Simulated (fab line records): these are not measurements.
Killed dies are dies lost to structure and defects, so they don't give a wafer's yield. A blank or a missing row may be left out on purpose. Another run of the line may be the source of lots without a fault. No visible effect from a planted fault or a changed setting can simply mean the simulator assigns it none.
Matching of chambers | flow n5-finfet | pecvd-03 running N5_BEOL_M0_SAQP_PECVD_04: 3 sister chambers
The step deposits a-Si from SiH4/He, target thk 60 nm, time 60.2 s. 3 wafers are shown with their chamber, then 12 later ones without.

EACH WAFER AND ITS CHAMBER
wafer  | chamber | showerhead-plenum-p-Torr (Torr)
L088.4 | 1       | 5.63
L089.4 | 0       | 5.69
L089.6 | 2       | 5.66

WAFERS MISSING THEIR CHAMBER
wafer  | showerhead-plenum-p-Torr (Torr)
L092.4 | 5.69
L092.5 | 5.62
L092.6 | 5.68
L093.1 | 5.63
L093.2 | 5.70
L093.4 | 5.64
L094.2 | 5.65
L094.5 | 5.70
L094.6 | 5.64
L096.1 | 5.67
L096.2 | 5.62
L096.3 | 5.68

THE CHAMBER EACH PASSED THROUGH
wafer  | from the rows above     | in truth
L092.4 | 0                       | 0
L092.5 | 1                       | 1
L092.6 | can't be placed: 0 or 2 | 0
L093.1 | 1                       | 1
L093.2 | 0                       | 0
L093.4 | can't be placed: 1 or 2 | 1
L094.2 | can't be placed: 2 or 1 | 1
L094.5 | 0                       | 0
L094.6 | can't be placed: 1 or 2 | 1
L096.1 | can't be placed: 2 or 0 | 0
L096.2 | 1                       | 1
L096.3 | can't be placed: 0 or 2 | 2
Correct placement for 6 of the 12. Not placeable from these rows: 6 (in 6, the candidates include the true chamber). 0 placed wrongly.
How it was worked out, from the rows above alone: a wafer's distance from a chamber is the root of the sum, over the readings, of the square of ((its reading less the chamber's mean) divided by the reading's scatter). The wafer belongs to the nearest chamber; if the next one is less than 2 further off, it can't be placed. Each chamber's mean is taken over the wafers shown for it. The scatter: with one shown wafer a chamber, the root of the mean of the squares of how far each hidden wafer lies from its nearest shown one.
